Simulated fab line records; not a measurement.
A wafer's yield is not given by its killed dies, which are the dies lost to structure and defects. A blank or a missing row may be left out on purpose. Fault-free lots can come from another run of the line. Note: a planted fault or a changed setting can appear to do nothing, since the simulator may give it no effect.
What tool caused it? || flow n5_finfet || 33 wafers sampled from 11 lots at 1 step of a route of 1938

## WHAT THE GAUGES SHOWED, per wafer
N5_BEOL_M8_CD_MEAS_28: target cd 40 nm. Usual: cd_nm 40.05 nm, standard deviation 0.23.
{"lot": "L828", "measured": "day 9 23:11", "on": "cd_sem-02", "cd_nm (nm)": "39.94 40.18 39.74", "flag": ""}
{"lot": "L829", "measured": "day 10 07:31", "on": "cd_sem-02", "cd_nm (nm)": "40.26 40.45 40.20", "flag": ""}
{"lot": "L836", "measured": "day 11 15:50", "on": "cd_sem-02", "cd_nm (nm)": "40.39 39.65 39.92", "flag": ""}
{"lot": "L838", "measured": "day 12 15:16", "on": "cd_sem-01", "cd_nm (nm)": "39.77 39.96 39.76", "flag": ""}
{"lot": "L840", "measured": "day 12 18:13", "on": "cd_sem-03", "cd_nm (nm)": "40.08 39.85 40.30", "flag": ""}
{"lot": "L842", "measured": "day 13 03:35", "on": "cd_sem-03", "cd_nm (nm)": "39.69 39.56 39.98", "flag": ""}
{"lot": "L844", "measured": "day 13 03:46", "on": "cd_sem-01", "cd_nm (nm)": "40.07 39.97 40.04", "flag": ""}
{"lot": "L843", "measured": "day 13 11:19", "on": "cd_sem-03", "cd_nm (nm)": "39.97 40.14 40.06", "flag": ""}
{"lot": "L841", "measured": "day 13 14:25", "on": "cd_sem-01", "cd_nm (nm)": "40.07 39.61 39.83", "flag": ""}
{"lot": "L846", "measured": "day 13 20:37", "on": "cd_sem-01", "cd_nm (nm)": "40.30 40.11 40.13", "flag": ""}
{"lot": "L848", "measured": "day 15 08:59", "on": "cd_sem-01", "cd_nm (nm)": "40.23 40.33 40.03", "flag": ""}

## WHAT TOOL EACH LOT RAN ON (gives the tool, then ch and the chambers of the sampled wafers, and finally the start)
The record shows no process step preceding these readings.

## AS READ BY THE TOOLS THEMSELVES (means over the sampled wafers that have a number; for cases with no such wafer, the mark the record gives instead)
The record holds no such reading with a usual standard deviation.

## THE ANSWER, worked out from the rows above alone
Rule: a lot is off if the mean of its wafers that have a number lies more than 3 standard deviations from the usual mean. A lot without any number at a reading at which 4 lots or more have one is off too. The other lots that the step has rows for count as sound. The gauges are gone through in route order, then the tools' own readings, and for those a lot's mean is taken as printed above. At the first step where some lot is off, the reading lying furthest off is the one used; lots without a number count as furthest.
No lot is off on any of the readings shown, so nothing can be concluded from this.

## WHAT THE SIMULATOR PUT IN
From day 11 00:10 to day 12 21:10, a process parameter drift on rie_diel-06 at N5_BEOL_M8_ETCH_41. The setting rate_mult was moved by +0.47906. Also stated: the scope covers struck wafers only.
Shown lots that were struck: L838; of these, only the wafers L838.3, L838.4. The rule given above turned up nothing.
